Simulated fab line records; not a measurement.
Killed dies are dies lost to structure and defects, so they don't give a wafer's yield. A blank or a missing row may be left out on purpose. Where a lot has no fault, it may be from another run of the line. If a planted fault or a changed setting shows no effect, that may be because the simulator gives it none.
One fault seen from 2 desks    flow n5 finfet    every desk sees just its own numbers, and what lay behind them comes last

AT THE TOOL OWNER'S DESK: rie diel-03
The tool's own readings at N5_BEOL_M7_ETCH_62 (etches SOC in N2/H2, target depth 110 nm, overetch 22 nm, time 165 s): means of the sampled wafers that have a number, for each lot that ran on this tool. Any lot whose mean is over 4 standard deviations away from the usual mean is out of limits and marked OUT; that distance is given in the brackets.
Columns: A = bias w at N5_BEOL_M7_ETCH_62, usual 149.9 W; B = drypump motor current A at N5_BEOL_M7_ETCH_62, usual 5.86 A; C = oes product au at N5_BEOL_M7_ETCH_62, usual 0.66 a.u.; D = rf fwd power W at N5_BEOL_M7_ETCH_62, usual 837.1 W; E = rf vpp V at N5_BEOL_M7_ETCH_62, usual 523.9 V; F = showerhead plenum p Torr at N5_BEOL_M7_ETCH_62, usual 2.54 Torr; G = throttle valve pct at N5_BEOL_M7_ETCH_62, usual 17.95 %
lot   first seen here  A      B     C     D                 E                F     G
L643  day 9 01:07      149.9  6.04  0.62  839.8             522.4            2.50  18.14
L650  day 10 21:02     150.1  5.90  0.67  838.3             524.4            2.55  17.94
L657  day 12 05:05     150.2  5.68  0.67  1038.1 (+74) OUT  489.0 (-12) OUT  2.58  17.87
L659  day 13 06:47     149.1  6.11  0.60  1039.0 (+75) OUT  487.5 (-12) OUT  2.54  18.11
L661  day 13 11:41     150.0  5.89  0.65  1036.3 (+74) OUT  487.7 (-12) OUT  2.55  17.97
This desk finds L657, L659, L661 out of limits, L657 being first, at day 12 05:05 (rf fwd power W at N5_BEOL_M7_ETCH_62). In limits: L643, L650.

METROLOGY DESK
What the gauges read for every lot (on any tool): the sampled wafers with a number, averaged. Any lot whose mean is over 4 standard deviations away from the usual mean is out of limits and marked OUT; that distance is given in the brackets.
Columns: A = M6_THK at N5_BEOL_M6_THK_MEAS_53, usual 79.8 nm; B = M7_OVL at N5_BEOL_M7_OVL_MEAS_12, usual -0.1 nm
lot   first seen here  A     B
L643  day 8 22:31      79.0  0.3
L646  day 9 06:58      82.5  -0.1
L645  day 9 11:30      79.0  -0.6
L649  day 10 12:11     78.0  0.3
L651  day 10 13:45     77.6  -0.2
L650  day 10 18:29     81.6  -0.6
L657  day 12 02:44     80.3  -0.3
L659  day 13 03:25     78.2  1.0
L661  day 13 10:07     81.3  0.7
L663  day 14 01:20     83.4  -0.5
L664  day 14 05:19     76.6  0.1
Result from this desk: across the 11 lots, nothing is out of limits.

ALL TOGETHER
At day 12 05:05, on L657, L659, L661, the tool owner's desk was in a position to raise an alarm.
Nothing out of limits was seen by the metrology desk.
The metrology desk holds a record of L657, L659, L661, inside its limits.
Every lot named ran N5_BEOL_M7_ETCH_62 on rie diel-03.

WHAT WAS PUT IN BY THE SIMULATOR
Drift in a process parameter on rie diel-03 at N5_BEOL_M7_ETCH_62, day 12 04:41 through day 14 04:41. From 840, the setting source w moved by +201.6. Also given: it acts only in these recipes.
Shown lots that were struck: L657, L659, L661.
Time in hours from fault onset to the first out-of-limits reading at each desk: the tool owner's desk, 0.
